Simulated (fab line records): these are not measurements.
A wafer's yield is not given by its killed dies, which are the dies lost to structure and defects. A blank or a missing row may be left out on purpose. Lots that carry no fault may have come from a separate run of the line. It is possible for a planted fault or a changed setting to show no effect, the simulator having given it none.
Matching of chambers ; flow nand harc ; 4 sister chambers for NHARC_A_BLC_STRIP_21 on rie diel-10
The step strips in O2. 18 wafers are shown with their chamber, then 9 later ones without.

WAFERS WITH THEIR CHAMBER
wafer;chamber;showerhead plenum p Torr (Torr);drypump motor current A (A);oes product au (a.u.)
L075.1;1;3.36;6.5;0.994
L075.3;2;3.63;6.0;1.000
L075.5;3;3.57;6.5;0.999
L076.1;1;3.36;6.5;1.002
L076.4;3;3.57;6.5;1.001
L076.5;0;3.54;6.3;1.012
L077.2;3;3.57;6.6;0.999
L077.4;0;3.54;6.4;1.005
L077.6;1;3.36;6.5;0.997
L079.1;1;3.36;6.5;0.983
L079.2;2;3.62;6.0;1.005
L079.3;0;3.54;6.4;1.005
L085.1;3;3.57;6.5;1.001
L085.4;1;3.36;6.5;0.994
L085.5;3;3.57;6.5;1.001
L086.1;3;3.57;6.6;1.000
L086.2;2;3.62;6.0;1.008
L086.5;1;3.36;6.5;0.995

SIGNATURES, as means of the wafers listed above
reading;chamber 0;chamber 1;chamber 2;chamber 3;scatter within a chamber
showerhead plenum p Torr;3.5400;3.3600;3.6233;3.5700;0.00218
drypump motor current A;6.367;6.500;6.000;6.533;0.0378
oes product au;1.00733;0.99417;1.00433;1.00017;0.00435
Rule: distance of a wafer from a chamber = root of the sum over the readings of ((wafer's reading minus chamber's mean) / reading's scatter) squared. The wafer belongs to the nearest chamber; if the next one is less than 2 further off, it can't be placed. The scatter: the root of (the sum of the squares of (reading less its chamber's mean) over the shown wafers, divided by (wafers less chambers)).

WAFERS WITH NO CHAMBER GIVEN
wafer;showerhead plenum p Torr (Torr);drypump motor current A (A);oes product au (a.u.)
L092.2;3.54;6.3;1.004
L092.3;3.35;6.5;1.008
L092.4;3.57;6.5;1.019
L093.1;3.35;6.5;0.998
L093.3;3.57;6.6;1.014
L093.4;3.54;6.4;0.992
L096.1;3.62;6.0;1.010
L096.2;3.57;6.5;1.008
L096.5;3.54;6.4;1.006

CHAMBER TAKEN BY EACH
wafer;from the rows above;in truth
L092.2;0;0
L092.3;1;1
L092.4;3;3
L093.1;1;1
L093.3;3;3
L093.4;0;0
L096.1;2;2
L096.2;3;3
L096.5;0;0
Correctly placed: 9 of 9. Can't be placed from these rows: 0. Wrongly placed: 0.
